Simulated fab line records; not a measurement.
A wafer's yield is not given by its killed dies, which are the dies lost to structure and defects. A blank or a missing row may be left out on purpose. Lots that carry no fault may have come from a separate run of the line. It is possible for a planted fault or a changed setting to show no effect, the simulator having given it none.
What tool caused it?	flow n5 finfet	11 lots with 33 wafers sampled at 4 steps, on a route of 1938 steps

== WHAT EACH GAUGE READ, for each wafer ==
N5_BEOL_M10_INSPECT_30: inspects for defects (brightfield). Usual: 430 for raw defect count, sd 90.
lot	measured	on	raw defect count	flag
L931	day 10 13:20	defect inspect-02	457 469 403	
L933	day 11 05:00	defect inspect-02	389 388 457	
L932	day 11 05:10	defect inspect-02	430 414 400	
L936	day 12 06:13	defect inspect-01	476 351 313	
L938	day 12 12:55	defect inspect-01	429 439 427	
L937	day 12 13:05	defect inspect-01	406 479 350	
L941	day 13 15:45	defect inspect-02	322 381 384	
L942	day 13 20:12	defect inspect-02	417 274 318	
L945	day 14 02:54	defect inspect-01	446 371 534	
L948	day 15 08:31	defect inspect-02	631 797 661	
L951	day 15 23:44	defect inspect-02	347 493 431	

N5_BEOL_M10_OCD_MEAS_38. Usual: 148.4 nm for trench depth nm, sd 2.4.
lot	measured	on	trench depth nm (nm)	flag
L931	day 10 13:52	ocd-02	148.1 145.0 149.3	
L933	day 11 05:32	ocd-01	146.5 146.0 147.6	
L932	day 11 05:41	ocd-02	148.8 148.3 145.5	
L936	day 12 06:45	ocd-01	146.2 148.6 145.6	
L938	day 12 13:27	ocd-01	146.1 149.8 152.8	
L937	day 12 13:37	ocd-01	150.3 149.4 146.0	
L941	day 13 16:17	ocd-02	148.2 147.7 148.2	
L942	day 13 20:44	ocd-02	150.2 150.5 149.4	
L945	day 14 03:26	ocd-02	148.7 148.1 147.3	
L948	day 15 09:20	ocd-02	146.6 150.0 146.6	
L951	day 16 00:39	ocd-02	154.1 152.8 153.4	

== TOOL THAT RAN EACH LOT (tool first, then ch and the chambers of the sampled wafers, then the start) ==
lot	N5_BEOL_M10_VIA_ETCH_34	N5_BEOL_M10_TRENCH_ETCH_37
L931	rie diel-03 ch 0,1,2, day 10 13:34	rie diel-03 ch 0,1,2, day 10 13:52 or earlier
L933	rie diel-03 ch 2,3, day 11 05:14	rie diel-03 ch 2,3, day 11 05:32 or earlier
L932	rie diel-06 ch 0,1,3, day 11 05:24	rie diel-06 ch 0,1,3, day 11 05:41 or earlier
L936	rie diel-03 ch 0,3, day 12 06:28	rie diel-03 ch 0,3, day 12 06:45 or earlier
L938	rie diel-02 ch 1,2,3, day 12 13:10	rie diel-02 ch 1,2,3, day 12 13:27 or earlier
L937	rie diel-03 ch 0,1,3, day 12 13:20	rie diel-03 ch 0,1,3, day 12 13:37 or earlier
L941	rie diel-06 ch 0,3, day 13 15:59	rie diel-06 ch 0,3, day 13 16:17 or earlier
L942	rie diel-06 ch 0,2,3, day 13 20:26	rie diel-06 ch 0,2,3, day 13 20:44 or earlier
L945	rie diel-06 ch 0,2,3, day 14 03:09	rie diel-06 ch 0,2,3, day 14 03:26 or earlier
L948	rie diel-03 ch 0,2,3, day 15 09:02	rie diel-03 ch 0,2,3, day 15 09:20 or earlier
L951	rie diel-02 ch 2,3, day 16 00:22	rie diel-02 ch 2,3, day 16 00:39 or earlier
- N5_BEOL_M10_VIA_ETCH_34: etches SiCOH lowk in C4F6/O2, target depth 184.5 nm, time 69.2 s.
- N5_BEOL_M10_TRENCH_ETCH_37: etches SiCOH lowk in C4F6/O2, target depth 148.83 nm, time 48 s.

== AS READ BY THE TOOLS THEMSELVES (means over the sampled wafers that have a number; for cases with no such wafer, the mark the record gives instead) ==
N5_BEOL_M10_VIA_ETCH_34. Usual: drypump motor current A 5.7 A, standard deviation 0.35; oes product au 0.78 a.u., standard deviation 0.1; rf vpp V 662 V, standard deviation 12; run length s 92.5 s, standard deviation 0.44; showerhead plenum p Torr 2.85 Torr, standard deviation 0.11; throttle valve pct 20.88 %, standard deviation 0.24.
lot	tool	drypump motor current A (A)	oes product au (a.u.)	rf vpp V (V)	run length s (s)	showerhead plenum p Torr (Torr)	throttle valve pct (%)	flag
L931	rie diel-03	5.7	0.71	651	92.5	2.82	20.87	
L933	rie diel-03	6.0	0.78	664	92.4	2.92	20.73	
L932	rie diel-06	5.5	0.72	668	92.5	2.82	20.99	
L936	rie diel-03	5.8	0.78	668	92.3	2.89	20.80	
L938	rie diel-02	5.6	0.81	667	92.5	2.83	21.00	
L937	rie diel-03	5.6	0.74	658	92.2	2.87	20.86	
L941	rie diel-06	5.5	0.70	656	92.5	2.77	20.81	
L942	rie diel-06	5.7	0.77	658	90.4	2.88	20.86	OFF
L945	rie diel-06	5.8	0.76	658	90.5	2.88	20.87	OFF
L948	rie diel-03	5.9	0.80	660	92.5	2.82	20.76	
L951	rie diel-02	5.5	0.94	664	92.1	2.78	20.74	

N5_BEOL_M10_TRENCH_ETCH_37. Usual: drypump motor current A 5.7 A, standard deviation 0.34; oes product au 0.78 a.u., standard deviation 0.099; rf vpp V 662 V, standard deviation 12; run length s 71.3 s, standard deviation 0.51; showerhead plenum p Torr 2.85 Torr, standard deviation 0.11; throttle valve pct 20.91 %, standard deviation 0.24.
lot	tool	drypump motor current A (A)	oes product au (a.u.)	rf vpp V (V)	run length s (s)	showerhead plenum p Torr (Torr)	throttle valve pct (%)	flag
L931	rie diel-03	5.6	0.71	652	71.2	2.82	20.90	
L933	rie diel-03	6.0	0.78	664	71.3	2.92	20.76	
L932	rie diel-06	5.5	0.71	668	71.3	2.82	21.02	
L936	rie diel-03	5.8	0.79	668	71.5	2.89	20.82	
L938	rie diel-02	5.6	0.81	667	71.4	2.83	21.03	
L937	rie diel-03	5.6	0.74	657	71.0	2.87	20.90	
L941	rie diel-06	5.4	0.70	655	71.1	2.77	20.83	
L942	rie diel-06	5.8	0.76	658	71.3	2.88	20.89	
L945	rie diel-06	5.8	0.76	658	71.4	2.88	20.89	
L948	rie diel-03	5.8	0.80	660	71.3	2.82	20.78	
L951	rie diel-02	5.5	0.94	663	70.8	2.78	20.77	

== THE ANSWER, worked out from the rows above alone ==
Rule: a lot counts as off when the mean over its wafers that have a number is more than 3 standard deviations away from the usual mean. Also off: a lot with no number at a reading for which 4 or more lots have one. The other lots that the step has rows for count as sound. After the gauges, taken in route order, come the tools' own readings; for these a lot's mean is taken, as printed above. The first step at which some lot is off is used, and at that step the reading that is off furthest; a lot without a number counts as furthest.
Off at N5_BEOL_M10_VIA_ETCH_34 (run length s): L942, L945.
If a tool, at that step or one of the process steps before it, ran each lot that is off and ran no sound lot following the first of them, it fits. One fits: N5_BEOL_M10_VIA_ETCH_34 on rie diel-06. Its last sound lot is L941 (day 13 15:59), its first lot that is off L942 (day 13 20:26): a fault that began between those two fits.
On the lots that are off, the tool's own readings at N5_BEOL_M10_VIA_ETCH_34 differ by more than 5 times the standard deviation of the sound lots' means, which bears it out; run length s reads 90.5 s there versus 92.4 s on the sound lots.

== WHAT HAD BEEN PUT IN BY THE SIMULATOR ==
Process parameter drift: rie diel-06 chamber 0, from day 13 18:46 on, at N5_BEOL_M10_VIA_ETCH_34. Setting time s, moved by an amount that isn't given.
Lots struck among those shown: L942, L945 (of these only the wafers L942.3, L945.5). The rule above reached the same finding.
